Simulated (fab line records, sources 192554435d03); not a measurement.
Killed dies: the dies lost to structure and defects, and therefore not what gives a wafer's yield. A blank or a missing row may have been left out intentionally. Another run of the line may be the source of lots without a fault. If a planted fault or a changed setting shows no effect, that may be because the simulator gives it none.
fab line records    flow n5_finfet
[record] lots = 7  wafers = 39
route steps=1938 shown PMOS_HMC_CHANNEL_EPI@64 DUMMY_GATE@248 SDB@369 MOL_CONTACT_COAG@615 BEOL_M2@882
start_h: the number of hours between the record's first day and the start of the first shown wafer of the lot    wait_h: hours since the lot's step before    " the same as in the row above    L1.1+2: a single row standing in for several wafers    - value missing, or start not given    * or withheld: withheld    < > ~ a bound
route shown NAME@n: names a module that has steps shown in the file, with the first one's number in the route    usual: mean/standard deviation taken from wafers without a fault    same: alike in all rows    chamber/n: place in a boat    sites: readings site by site    _std_site: standard deviation of those values    _edge_site: mean of outer sites minus mean of inner sites    radius_mm: for every site, how far away it sits from the centre of the wafer    mask NAME#n: copy n    behind: the tool/chamber that last shaped the wafer    hold: cause of the lot's hold/its duration in hours/its outcome    device: whichever transistor did not switch (one of n, p or np)    end of line: tests run on the same wafers once the route is complete    where a step has no rows: the recipe by itself    killed: not the wafer's yield, but the dies lost to structure and defects at the first sort    map: the dies of a wafer, with x for killed, . for not killed, _ for no die there
set.NAME: the setting as run; set.NAME@STEP: as run at that earlier step    model.NAME: the simulator's own value behind a step, which no gauge read
lots with deliberately changed settings; one table per step, one row per wafer
[[steps]]
[step N5_PMOS_HMC_CHANNEL_EPI_DEVELOP_08]
[recipe] develop_time_s = 30  developer = TMAH  resist = CAR-ArF-block  dev_temp_c = 23  rinse_liquid = diw  dry = air_spin
lot.wafer         tool            chamber  start_h  wait_h  set.develop_time_s
L081.1+2+3+4+5+6  litho_track-05  0        -        -       30
L083.2+5+6        litho_track-02  0        -        -       30
L085.1+2+3+4+5+6  litho_track-05  0        -        -       30
L091.1+2+3+4+5+6  litho_track-02  0        -        -       30
L092.1+4+5        litho_track-05  0        -        -       30
L092.2+3+6        "               0        "        "       16.32
L093.1+2+6        litho_track-04  0        -        -       30
L093.3+4+5        "               0        "        "       41.15
L096.1+4+6        litho_track-04  0        -        -       18.65
L096.2+3+5        "               0        "        "       30
[step N5_PMOS_HMC_CHANNEL_EPI_CD_MEAS_09]
[recipe] target_cd_nm = 237.4  landing_energy_ev = 500  detector = se_inlens
[usual] cd_nm = 237.3/1
lot.wafer  tool       chamber  start_h  wait_h  set.develop_time_s@PMOS_HMC_CHANNEL_EPI_DEVELOP_08  cd_nm
L081.1     cd_sem-01  0        59.53    -       30                                                  237.0
L081.2     "          0        "        "       30                                                  238.0
L081.3     "          0        "        "       30                                                  236.2
L081.4     "          0        "        "       30                                                  236.8
L081.5     "          0        "        "       30                                                  237.7
L081.6     "          0        "        "       30                                                  237.0
L083.2     cd_sem-02  0        71.46    -       30                                                  236.7
L083.5     "          0        "        "       30                                                  236.5
L083.6     "          0        "        "       30                                                  236.9
L085.1     cd_sem-02  0        83.97    -       30                                                  236.3
L085.2     "          0        "        "       30                                                  236.4
L085.3     "          0        "        "       30                                                  236.3
L085.4     "          0        "        "       30                                                  237.4
L085.5     "          0        "        "       30                                                  237.1
L085.6     "          0        "        "       30                                                  236.7
L091.1     cd_sem-03  0        119.14   -       30                                                  235.8
L091.2     "          0        "        "       30                                                  236.0
L091.3     "          0        "        "       30                                                  235.6
L091.4     "          0        "        "       30                                                  236.2
L091.5     "          0        "        "       30                                                  236.1
L091.6     "          0        "        "       30                                                  235.7
L092.1     cd_sem-03  0        125.24   -       30                                                  237.3
L092.2     "          0        "        "       16.32                                               233.2
L092.3     "          0        "        "       16.32                                               233.2
L092.4     "          0        "        "       30                                                  236.5
L092.5     "          0        "        "       30                                                  238.2
L092.6     "          0        "        "       16.32                                               232.8
L093.1     cd_sem-01  0        130.83   -       30                                                  236.7
L093.2     "          0        "        "       30                                                  237.4
L093.3     "          0        "        "       41.15                                               239.8
L093.4     "          0        "        "       41.15                                               239.4
L093.5     "          0        "        "       41.15                                               239.0
L093.6     "          0        "        "       30                                                  239.0
L096.1     cd_sem-01  0        149.25   -       18.65                                               233.9
L096.2     "          0        "        "       30                                                  237.4
L096.3     "          0        "        "       30                                                  237.4
L096.4     "          0        "        "       18.65                                               234.4
L096.5     "          0        "        "       30                                                  237.7
L096.6     "          0        "        "       18.65                                               234.2
[step N5_PMOS_HMC_CHANNEL_EPI_DESCUM_14]
[recipe] chemistry = O2  time_s = 7.9  source_power_w = 50  bias_power_w = 20  pressure_mtorr = 20  rf_frequency_hz = 2.712e+07  temp_c = 40  resist = CAR-ArF-block  o2_flow_sccm = 225
lot.wafer  tool         chamber  start_h  wait_h  set.develop_time_s@PMOS_HMC_CHANNEL_EPI_DEVELOP_08  model.PMOS_HMC_CHANNEL_EPI.cd_nm
L081.1     rie_diel-06  0        59.61    0.0     30                                                  236.6
L081.2     "            3        "        "       30                                                  237.6
L081.3     "            2        "        "       30                                                  236
L081.4     "            1        "        "       30                                                  237.1
L081.5     "            2        "        "       30                                                  237.5
L081.6     "            1        "        "       30                                                  237.2
L083.2+6   rie_diel-06  3,1      71.65    0.1     30                                                  236.9
L083.5     "            0        "        "       30                                                  236.5
L085.1     rie_diel-02  2        84.06    0.0     30                                                  236.5
L085.2+6   "            3,2      "        "       30                                                  236.6
L085.3     "            1        "        "       30                                                  236.4
L085.4     "            0        "        "       30                                                  237.8
L085.5     "            1        "        "       30                                                  237
L091.1     rie_diel-02  0        119.23   0.0     30                                                  235.9
L091.2     "            2        "        "       30                                                  235.3
L091.3+6   "            3,0      "        "       30                                                  235.5
L091.4     "            1        "        "       30                                                  235.8
L091.5     "            1        "        "       30                                                  236.1
L092.1     rie_diel-05  0        125.33   0.0     30                                                  237.2
L092.2     "            1        "        "       16.32                                               232.9
L092.3     "            2        "        "       16.32                                               233.2
L092.4     "            2        "        "       30                                                  236.5
L092.5     "            1        "        "       30                                                  237.9
L092.6     "            0        "        "       16.32                                               233
L093.1     rie_diel-05  3        130.92   0.0     30                                                  237
L093.2     "            0        "        "       30                                                  237.5
L093.3     "            1        "        "       41.15                                               239.9
L093.4     "            2        "        "       41.15                                               239.4
L093.5     "            2        "        "       41.15                                               238.8
L093.6     "            3        "        "       30                                                  239.1
L096.1     rie_diel-02  2        149.33   0.0     18.65                                               233.8
L096.2+5   "            1,2      "        "       30                                                  237.3
L096.3     "            3        "        "       30                                                  237.6
L096.4     "            0        "        "       18.65                                               234.5
L096.6     "            1        "        "       18.65                                               234.1
[step N5_PMOS_HMC_CHANNEL_EPI_ETCH_32]
[recipe] chemistry = N2/H2  target = BARC  stop_on = SiO2  target_depth_a = 858  over_etch_frac = 0.3  time_s = 50.3  ion_energy_ev = 200  mask_material = CAR-ArF-block  pressure_mtorr = 30  source_w = 840  bias_w = 150  n2_flow_sccm = 200  h2_flow_sccm = 200
lot.wafer  tool         chamber  start_h  wait_h  set.develop_time_s@PMOS_HMC_CHANNEL_EPI_DEVELOP_08  model.PMOS_HMC_CHANNEL_EPI.cd_nm
L081.1     rie_diel-06  0        59.65    0.0     30                                                  239.2
L081.2     "            3        "        "       30                                                  239.7
L081.3     "            2        "        "       30                                                  239.5
L081.4     "            1        "        "       30                                                  240.1
L081.5     "            2        "        "       30                                                  240.4
L081.6     "            1        "        "       30                                                  240.2
L083.2     rie_diel-06  3        71.69    0.0     30                                                  239
L083.5     "            0        "        "       30                                                  238.9
L083.6     "            1        "        "       30                                                  240
L085.1     rie_diel-02  2        84.09    0.0     30                                                  239
L085.2     "            3        "        "       30                                                  238.9
L085.3     "            1        "        "       30                                                  239.5
L085.4     "            0        "        "       30                                                  240.1
L085.5     "            1        "        "       30                                                  240
L085.6     "            2        "        "       30                                                  238.8
L091.1+3   rie_diel-02  0,3      119.27   0.0     30                                                  238.6
L091.2     "            2        "        "       30                                                  238.2
L091.4     "            1        "        "       30                                                  239.4
L091.5     "            1        "        "       30                                                  239.3
L091.6     "            0        "        "       30                                                  238.8
L092.1     rie_diel-05  0        125.36   0.0     30                                                  240.3
L092.2     "            1        "        "       16.32                                               235.4
L092.3     "            2        "        "       16.32                                               236.8
L092.4     "            2        "        "       30                                                  240.1
L092.5     "            1        "        "       30                                                  240.6
L092.6     "            0        "        "       16.32                                               235.5
L093.1     rie_diel-05  3        130.96   0.0     30                                                  239.3
L093.2     "            0        "        "       30                                                  240.6
L093.3     "            1        "        "       41.15                                               242.2
L093.4     "            2        "        "       41.15                                               242.5
L093.5     "            2        "        "       41.15                                               241.5
L093.6     "            3        "        "       30                                                  241.7
L096.1     rie_diel-02  2        149.37   0.0     18.65                                               236.4
L096.2     "            1        "        "       30                                                  240.3
L096.3+5   "            3,2      "        "       30                                                  239.9
L096.4     "            0        "        "       18.65                                               237
L096.6     "            1        "        "       18.65                                               236.7
[step N5_PMOS_HMC_CHANNEL_EPI_HM_OPEN_15]
[recipe] chemistry = CHF3/O2  target = SiO2  mask_material = CAR-ArF-block  target_depth_a = 406  CHF3_flow_sccm = 50  O2_flow_sccm = 5  Ar_flow_sccm = 200  time_s = 20.3  pressure_mtorr = 30  source_w = 650  bias_w = 170  ion_energy_ev = 200
[step N5_PMOS_HMC_CHANNEL_EPI_STRIP_33]
[recipe] chemistry = N2/H2  power_w = 500  temp_c = 40  pressure_mtorr = 50  rf_frequency_hz = 6e+07  overash_fraction = 0.3  bias_power_w = 8  h2_frac = 0.5  n2_flow_sccm = 300  h2_flow_sccm = 300
[step N5_PMOS_HMC_CHANNEL_EPI_STRIP_17]
[recipe] chemistry = SPM  time_s = 750  temp_c = 130  h2so4_h2o2_vol_ratio = 4  dry = ipa_marangoni
[step N5_PMOS_HMC_CHANNEL_EPI_ETCH_38]
[recipe] chemistry = CF4  target = SiO2  target_depth_a = 15  ion_energy_ev = 350  pressure_mtorr = 10  icp_w = 800  bias_w = 400  cf4_flow_sccm = 80
lot.wafer  tool       chamber  start_h  wait_h  set.develop_time_s@PMOS_HMC_CHANNEL_EPI_DEVELOP_08  model.PMOS_HMC_CHANNEL_EPI.cd_nm
L081.1     rie_si-04  1        60.05    0.0     30                                                  239.2
L081.2     "          3        "        "       30                                                  239.7
L081.3     "          2        "        "       30                                                  239.5
L081.4     "          0        "        "       30                                                  240.1
L081.5     "          2        "        "       30                                                  240.3
L081.6     "          3        "        "       30                                                  240.2
L083.2     rie_si-04  0        72.09    0.0     30                                                  238.8
L083.5     "          2        "        "       30                                                  238.9
L083.6     "          3        "        "       30                                                  239.9
L085.1     rie_si-02  0        84.49    0.0     30                                                  239
L085.2     "          2        "        "       30                                                  238.9
L085.3     "          1        "        "       30                                                  239.4
L085.4     "          3        "        "       30                                                  240.1
L085.5     "          0        "        "       30                                                  239.9
L085.6     "          3        "        "       30                                                  238.8
L091.1     rie_si-04  2        119.67   0.0     30                                                  238.6
L091.2     "          3        "        "       30                                                  238.2
L091.3     "          1        "        "       30                                                  238.7
L091.4     "          0        "        "       30                                                  239.3
L091.5     "          2        "        "       30                                                  239.2
L091.6     "          3        "        "       30                                                  238.8
L092.1     rie_si-02  3        125.76   0.0     30                                                  240.4
L092.2     "          1        "        "       16.32                                               235.4
L092.3     "          0        "        "       16.32                                               236.9
L092.4     "          2        "        "       30                                                  240.2
L092.5     "          1        "        "       30                                                  240.6
L092.6     "          0        "        "       16.32                                               235.6
L093.1     rie_si-04  2        131.36   0.0     30                                                  239.3
L093.2     "          3        "        "       30                                                  240.5
L093.3     "          0        "        "       41.15                                               242.2
L093.4     "          1        "        "       41.15                                               242.5
L093.5     "          3        "        "       41.15                                               241.5
L093.6     "          0        "        "       30                                                  241.7
L096.1     rie_si-05  3        149.77   0.0     18.65                                               236.5
L096.2     "          1        "        "       30                                                  240.1
L096.3     "          2        "        "       30                                                  240
L096.4     "          1        "        "       18.65                                               237.1
L096.5     "          2        "        "       30                                                  239.9
L096.6     "          3        "        "       18.65                                               236.6
[step N5_DUMMY_GATE_ETCH_44]
[recipe] chemistry = HBr/O2  over_etch_frac = 0.7  target_depth_a = 1275  stop_on = SiO2  ion_energy_ev = 60  bias_w = 20  target = poly-Si  mask_material = SiO2  pressure_mtorr = 20  icp_w = 400  HBr_flow_sccm = 120  O2_flow_sccm = 10
[usual] oes_product_au = 0.722/0.011
lot.wafer  tool       chamber  start_h  wait_h  set.target_depth_a  oes_product_au
L081.1     rie_si-04  3        88.67    0.0     1275                0.728
L081.2     "          0        "        "       1275                0.726
L081.3     "          1        "        "       1275                0.719
L081.4     "          2        "        "       1275                0.727
L081.5     "          2        "        "       1275                0.731
L081.6     "          1        "        "       1275                0.729
L083.2     rie_si-05  3        102.68   0.0     1275                0.720
L083.5     "          3        "        "       1275                0.710
L083.6     "          2        "        "       1275                0.714
L085.1     rie_si-04  0        116.59   0.0     1275                0.717
L085.2     "          2        "        "       1275                0.728
L085.3     "          3        "        "       1275                0.728
L085.4     "          1        "        "       1275                0.730
L085.5     "          2        "        "       1275                0.729
L085.6     "          3        "        "       1275                0.736
L091.1     rie_si-02  2        154.21   0.0     843.2               0.887
L091.2     "          3        "        "       1275                0.734
L091.3     "          1        "        "       1275                0.718
L091.4     "          0        "        "       843.2               0.886
L091.5     "          2        "        "       843.2               0.882
L091.6     "          1        "        "       1275                0.708
L092.1     rie_si-04  1        154.73   0.0     1275                0.721
L092.2     "          3        "        "       1275                0.734
L092.3     "          2        "        "       1275                0.739
L092.4     "          0        "        "       1275                0.723
L092.5     "          0        "        "       1275                0.728
L092.6     "          3        "        "       1275                0.741
L093.1     rie_si-04  1        165.05   0.0     1275                0.719
L093.2     "          3        "        "       668.3               1.009
L093.3     "          0        "        "       1275                0.711
L093.4     "          2        "        "       668.3               1.014
L093.5     "          1        "        "       1275                0.722
L093.6     "          2        "        "       668.3               1.009
L096.1     rie_si-02  0        178.28   0.0     1275                0.716
L096.2     "          1        "        "       1275                0.714
L096.3     "          3        "        "       1275                0.728
L096.4     "          2        "        "       1275                0.720
L096.5     "          1        "        "       1275                0.715
L096.6     "          0        "        "       1275                0.696
[step N5_SDB_CUT_ETCH_26]
[recipe] chemistry = HBr/Cl2/O2  target = Si  target_depth_a = 1296  bt_time_s = 20  mask_material = SiNx  time_s = 51.8  ion_energy_ev = *  bias_w = *  pressure_mtorr = 10  icp_w = 800  HBr_flow_sccm = 150  Cl2_flow_sccm = 80  O2_flow_sccm = 12
lot.wafer  tool       chamber  start_h  wait_h  set.target_depth_a  model.SDB.feature_depth_nm  model.etch.depth_nm  model.SiNx_of_SDB_HM_DEP_00.thk_nm
L081.1     rie_si-06  2        109.37   0.1     1296                132.2                       132.2                21.8
L081.2     "          3        "        "       1296                129.8                       129.8                22.8
L081.3     "          0        "        "       1296                129.4                       129.4                22.4
L081.4     "          1        "        "       1296                130.4                       130.4                22
L081.5     "          1        "        "       1296                130.6                       130.6                22.6
L081.6     "          2        "        "       1296                132.4                       132.4                22.4
L083.2     rie_si-06  1        120.86   0.1     1296                129.4                       129.5                22
L083.5     "          0        "        "       1296                130.4                       130.3                22
L083.6     "          1        "        "       1296                129.8                       129.7                22.8
L085.1     rie_si-01  1        136.44   0.1     1296                129                         128.9                21.4
L085.2     "          3        "        "       1296                133.8                       133.8                21
L085.3     "          2        "        "       1296                129.8                       129.8                22.4
L085.4     "          0        "        "       1296                132.6                       132.6                21.8
L085.5     "          0        "        "       1296                133.2                       133.1                21.6
L085.6     "          3        "        "       1296                133                         133.1                21.6
L092.1     rie_si-03  3        173.93   0.1     1808                181                         181                  15.8
L092.2     "          1        "        "       1808                179.6                       179.6                16.2
L092.3     "          0        "        "       1296                129.6                       129.6                22.8
L092.4     "          2        "        "       1808                180.4                       180.4                16.4
L092.5     "          1        "        "       1296                127.6                       127.7                23.2
L092.6     "          0        "        "       1296                129.6                       129.5                22.4
L091.1     rie_si-01  2        176.56   0.1     1296                131.6                       131.7                20.8
L091.2     "          3        "        "       1296                133.6                       133.7                21.2
L091.3     "          0        "        "       1296                133.4                       133.5                20.6
L091.4     "          1        "        "       1620                162.6                       162.6                18.6
L091.5     "          0        "        "       1620                165.8                       165.7                18
L091.6     "          3        "        "       1620                168.8                       168.7                17.6
L093.1     rie_si-06  2        183.10   0.1     1296                131.2                       131.2                21.2
L093.2     "          0        "        "       1065                105.4                       105.4                24.4
L093.3     "          3        "        "       1065                107.6                       107.5                24.2
L093.4     "          1        "        "       1296                130.2                       130.1                21.8
L093.5     "          1        "        "       1065                107.4                       107.4                24.2
L093.6     "          0        "        "       1296                129.2                       129.2                22
L096.1     rie_si-01  1        198.43   0.1     1879                186.4                       186.4                14
L096.2     "          0        "        "       1296                132                         131.9                20.8
L096.3     "          2        "        "       1296                129.8                       129.7                21.4
L096.4     "          1        "        "       1296                128                         128                  22.4
L096.5     "          0        "        "       1879                190                         189.9                14.6
L096.6     "          2        "        "       1879                189                         189.1                15
[step N5_MOL_CONTACT_COAG_VIA_ETCH_117]
[recipe] chemistry = C4F6/O2  target_depth_a = 400  overetch_a = 80  mask_material = SOC  target = SiO2  bias_w = 455  pressure_mtorr = 10  time_s = 26  source_w = 325  Ar_flow_sccm = 300  C4F6_flow_sccm = 10  O2_flow_sccm = 10  ion_energy_ev = 575.3  ends = end_point
lot.wafer   tool         chamber  start_h  wait_h  set.target_depth_a  model.SOC_of_MOL_CONTACT_COAG_COAT_62.thk_nm
L081.1+5    rie_diel-01  1,3      144.85   0.0     400                 51.6
L081.2      "            3        "        "       400                 51.4
L081.3+4+6  "            2,0,0    "        "       400                 51.8
L083.2+5    rie_diel-03  3        151.60   0.0     400                 51.6
L083.6      "            2        "        "       400                 51.4
L085.1+2    rie_diel-03  3,1      169.50   0.0     544.1               49.8
L085.3      "            2        "        "       400                 51.8
L085.4      "            2        "        "       400                 51.6
L085.5      "            1        "        "       400                 51.4
L085.6      "            3        "        "       544.1               50
L092.1      rie_diel-01  2        207.79   0.0     318.6               52.8
L092.2      "            0        "        "       318.6               52.6
L092.3      "            3        "        "       318.6               52.4
L092.4      "            2        "        "       400                 51.8
L092.5+6    "            0,3      "        "       400                 51.6
L091.1      rie_diel-01  3        213.65   0.0     471.1               50.4
L091.2+3+4  "            0,1,2    "        "       400                 51.4
L091.5+6    "            0,1      "        "       471.1               50.6
L093.1+2+6  rie_diel-04  1,3,3    216.16   0.0     400                 51.6
L093.3      "            0        "        "       400                 51.4
L093.4+5    "            2        "        "       400                 51.8
L096.1      rie_diel-01  3        231.09   0.0     400                 51.2
L096.2+4    "            1,2      "        "       546.4               49.8
L096.3      "            0        "        "       400                 51.4
L096.5      "            3        "        "       546.4               49.6
L096.6      "            2        "        "       400                 51.6
[step N5_MOL_CONTACT_COAG_ETCH_124]
[recipe] chemistry = CH3F/O2  target = SiNx  target_depth_a = 65  mask_material = SOC  stop_on = SiOC  over_etch_frac = 0.3  ion_energy_ev = 120  pressure_mtorr = 30  source_w = 395  bias_w = 73  Ar_flow_sccm = 150  CH3F_flow_sccm = 30  O2_flow_sccm = 20  ends = end_point
lot.wafer  tool         chamber  start_h  wait_h  set.target_depth_a@MOL_CONTACT_COAG_VIA_ETCH_117  model.SOC_of_MOL_CONTACT_COAG_COAT_62.thk_nm  model.etch.depth_nm
L081.1     rie_diel-01  1        144.87   0.0     400                                               48.6                                          4.948
L081.2     "            3        "        "       400                                               48.2                                          4.981
L081.3     "            2        "        "       400                                               48.6                                          4.974
L081.4     "            0        "        "       400                                               48.8                                          4.977
L081.5     "            3        "        "       400                                               48.4                                          4.988
L081.6     "            0        "        "       400                                               48.6                                          4.95
L083.2     rie_diel-03  3        151.63   0.0     400                                               48.6                                          4.997
L083.5     "            3        "        "       400                                               48.4                                          4.979
L083.6     "            2        "        "       400                                               48.4                                          5.014
L085.1     rie_diel-03  3        169.53   0.0     544.1                                             46.8                                          4.041
L085.2     "            1        "        "       544.1                                             46.6                                          4.019
L085.3     "            2        "        "       400                                               48.8                                          4.989
L085.4     "            2        "        "       400                                               48.6                                          4.977
L085.5     "            1        "        "       400                                               48.2                                          4.997
L085.6     "            3        "        "       544.1                                             46.8                                          4.043
L092.1     rie_diel-01  2        207.82   0.0     318.6                                             49.8                                          5.024
L092.2     "            0        "        "       318.6                                             49.4                                          5.021
L092.3     "            3        "        "       318.6                                             49.4                                          5.007
L092.4     "            2        "        "       400                                               48.8                                          5.024
L092.5     "            0        "        "       400                                               48.6                                          4.984
L092.6     "            3        "        "       400                                               48.4                                          5.074
L091.1     rie_diel-01  3        213.68   0.0     471.1                                             47.2                                          4.53
L091.2     "            0        "        "       400                                               48.4                                          5.003
L091.3     "            1        "        "       400                                               48.4                                          4.982
L091.4     "            2        "        "       400                                               48.4                                          5.011
L091.5     "            0        "        "       471.1                                             47.4                                          4.521
L091.6     "            1        "        "       471.1                                             47.4                                          4.546
L093.1     rie_diel-04  1        216.19   0.0     400                                               48.6                                          4.977
L093.2     "            3        "        "       400                                               48.6                                          5.012
L093.3     "            0        "        "       400                                               48.4                                          5.005
L093.4     "            2        "        "       400                                               48.8                                          4.999
L093.5     "            2        "        "       400                                               48.8                                          4.99
L093.6     "            3        "        "       400                                               48.6                                          4.978
L096.1     rie_diel-01  3        231.12   0.0     400                                               48                                            5.015
L096.2     "            1        "        "       546.4                                             46.6                                          4.015
L096.3     "            0        "        "       400                                               48.4                                          5.009
L096.4     "            2        "        "       546.4                                             46.8                                          4.05
L096.5     "            3        "        "       546.4                                             46.4                                          4.028
L096.6     "            2        "        "       400                                               48.6                                          5.026
[step N5_BEOL_M2_ALD_98]
[recipe] material = SiO2  target_thk_a = 25  temp_c = 100  ald_precursor_family = BDEAS  ald_co_reactant = O2-plasma  pulse_time_s = 1  co_reactant_pulse_time_s = 1  purge_time_s = 2  co_reactant_purge_time_s = 2  ald_cycles = 17  pressure_torr = 2
lot.wafer       tool        chamber    start_h  wait_h  set.ald_cycles  model.SiO2_of_BEOL_M2_ALD_98.thk_nm
L081.1+2+5      ald_sin-04  0,2,0      182.98   0.1     17              2.4
L081.3+4+6      "           3,1,1      "        "       14              2
L083.2+5+6      ald_sin-03  3,2,3      190.60   0.1     17              2.6
L085.1          ald_sin-03  2          202.80   0.1     17              2.6
L085.2+4+5      "           1,0,2      "        "       7               1
L085.3+6        "           3          "        "       17              2.4
L092.1+2+3+4+6  ald_sin-04  1,3,0,2,2  241.60   0.1     17              2.4
L092.5          "           1          "        "       17              2.6
L091.1+2+4+5+6  ald_sin-04  1,3,2,2,1  250.68   0.1     17              2.6
L091.3          "           0          "        "       17              2.4
L093.1+2        ald_sin-02  1,0        255.10   0.2     21              3
L093.3+4+6      "           2,3,1      "        "       17              2.6
L093.5          "           0          "        "       21              3.2
L096.1+2+3      ald_sin-03  0,3,2      263.19   0.2     24              3.6
L096.4+5+6      "           1,0,3      "        "       17              2.4
[[key]]
[split] step = N5_PMOS_HMC_CHANNEL_EPI_DEVELOP_08  setting = develop_time_s  stated = 30  by = wafer
[response] step = N5_PMOS_HMC_CHANNEL_EPI_CD_MEAS_09  reading = cd_nm  change = +0.0785  per = 1%  r = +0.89
[response] step = N5_PMOS_HMC_CHANNEL_EPI_DESCUM_14  reading = model.PMOS_HMC_CHANNEL_EPI.cd_nm  change = +0.0751  per = 1%  r = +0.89
[response] step = N5_PMOS_HMC_CHANNEL_EPI_ETCH_32  reading = model.PMOS_HMC_CHANNEL_EPI.cd_nm  change = +0.0788  per = 1%  r = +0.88
[response] step = N5_PMOS_HMC_CHANNEL_EPI_ETCH_38  reading = model.PMOS_HMC_CHANNEL_EPI.cd_nm  change = +0.0782  per = 1%  r = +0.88
[split] step = N5_DUMMY_GATE_ETCH_44  setting = target_depth_a  stated = 1275  by = wafer
[response] step = N5_DUMMY_GATE_ETCH_44  reading = oes_product_au  change = -0.00573  per = 1%  r = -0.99
[split] step = N5_SDB_CUT_ETCH_26  setting = target_depth_a  stated = 1296  by = wafer
[response] step = N5_SDB_CUT_ETCH_26  reading = model.SDB.feature_depth_nm  change = +1.3  per = 1%  r = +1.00
[response] step = N5_SDB_CUT_ETCH_26  reading = model.etch.depth_nm  change = +1.3  per = 1%  r = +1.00
[response] step = N5_SDB_CUT_ETCH_26  reading = model.SiNx_of_SDB_HM_DEP_00.thk_nm  change = -0.153  per = 1%  r = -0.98
[split] step = N5_MOL_CONTACT_COAG_VIA_ETCH_117  setting = target_depth_a  stated = 400  by = wafer
[response] step = N5_MOL_CONTACT_COAG_VIA_ETCH_117  reading = model.SOC_of_MOL_CONTACT_COAG_COAT_62.thk_nm  change = -0.0469  per = 1%  r = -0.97
[response] step = N5_MOL_CONTACT_COAG_ETCH_124  reading = model.SOC_of_MOL_CONTACT_COAG_COAT_62.thk_nm  change = -0.0494  per = 1%  r = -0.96
[response] step = N5_MOL_CONTACT_COAG_ETCH_124  reading = model.etch.depth_nm  shape = bent  at_lowest = 5.017  at_stated = 4.995  at_highest = 4.031
[split] step = N5_BEOL_M2_ALD_98  setting = ald_cycles  stated = 17  by = wafer
[response] step = N5_BEOL_M2_ALD_98  reading = model.SiO2_of_BEOL_M2_ALD_98.thk_nm  change = +0.0255  per = 1%  r = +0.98
